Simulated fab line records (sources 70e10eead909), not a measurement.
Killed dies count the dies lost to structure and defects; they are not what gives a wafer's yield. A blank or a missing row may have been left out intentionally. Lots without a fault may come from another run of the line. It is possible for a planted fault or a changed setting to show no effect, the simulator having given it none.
What tool caused it? + flow nand-harc + 24 lots (72 wafers sampled), 1 step of a 1302-step route

WHAT EACH GAUGE READ, for each wafer
NHARC_A_SGD_CUT_INSPECT_25. Usual: raw-defect-count reads 388 (standard deviation 83).
| lot  | measured     | on                | raw-defect-count | flag |
|------|--------------|-------------------|------------------|------|
| L074 | day 19 11:19 | defect-inspect-01 | 350 357 539      |      |
| L075 | day 20 05:16 | defect-inspect-01 | 314 496 458      |      |
| L076 | day 20 05:16 | defect-inspect-02 | 427 507 360      |      |
| L077 | day 20 22:43 | defect-inspect-01 | 601 333 472      |      |
| L078 | day 21 05:16 | defect-inspect-01 | 502 443 367      |      |
| L079 | day 22 02:43 | defect-inspect-02 | 344 326 362      |      |
| L080 | day 22 12:43 | defect-inspect-02 | 443 445 388      |      |
| L081 | day 22 12:43 | defect-inspect-01 | 364 307 328      |      |
| L082 | day 22 23:03 | defect-inspect-01 | 371 330 294      |      |
| L085 | day 23 11:47 | defect-inspect-01 | 282 225 396      |      |
| L084 | day 23 11:48 | defect-inspect-02 | 339 466 302      |      |
| L083 | day 24 00:46 | defect-inspect-02 | 468 543 387      |      |
| L086 | day 24 13:46 | defect-inspect-02 | 337 305 354      |      |
| L087 | day 25 06:31 | defect-inspect-02 | 492 305 462      |      |
| L088 | day 25 20:13 | defect-inspect-01 | 440 421 423      |      |
| L089 | day 25 20:16 | defect-inspect-01 | 467 418 452      |      |
| L090 | day 26 05:50 | defect-inspect-02 | 317 276 258      |      |
| L091 | day 26 05:53 | defect-inspect-01 | 375 572 378      |      |
| L092 | day 27 04:10 | defect-inspect-01 | 316 452 514      |      |
| L093 | day 27 09:09 | defect-inspect-02 | 341 452 392      |      |
| L095 | day 28 13:32 | defect-inspect-02 | 245 216 191      |      |
| L094 | day 28 13:32 | defect-inspect-01 | 383 362 364      |      |
| L096 | day 29 07:35 | defect-inspect-02 | 278 300 285      |      |
| L097 | day 29 07:35 | defect-inspect-01 | 391 349 287      |      |

WHICH TOOL RAN EACH LOT (tool, then ch and the chambers of the sampled wafers, then the start)
The record shows no process step preceding these readings.

AS READ BY THE TOOLS THEMSELVES (means over the sampled wafers that have a number; for cases with no such wafer, the mark the record gives instead)
The record holds no such reading with a usual standard deviation.

THE ANSWER, worked out from the rows above alone
Rule: a lot is off if the mean of its wafers that have a number lies more than 3 standard deviations from the usual mean. A lot without any number at a reading at which 4 lots or more have one is off too. Where the step has rows for the other lots, those lots are counted as sound. First the gauges in route order, then the tools' own readings, where a lot's mean is used as printed above. At the first step where some lot is off, the reading lying furthest off is the one used; lots without a number count as furthest.
None of the lots is off at any reading shown; this tells nothing.

WHAT WAS PUT IN BY THE SIMULATOR
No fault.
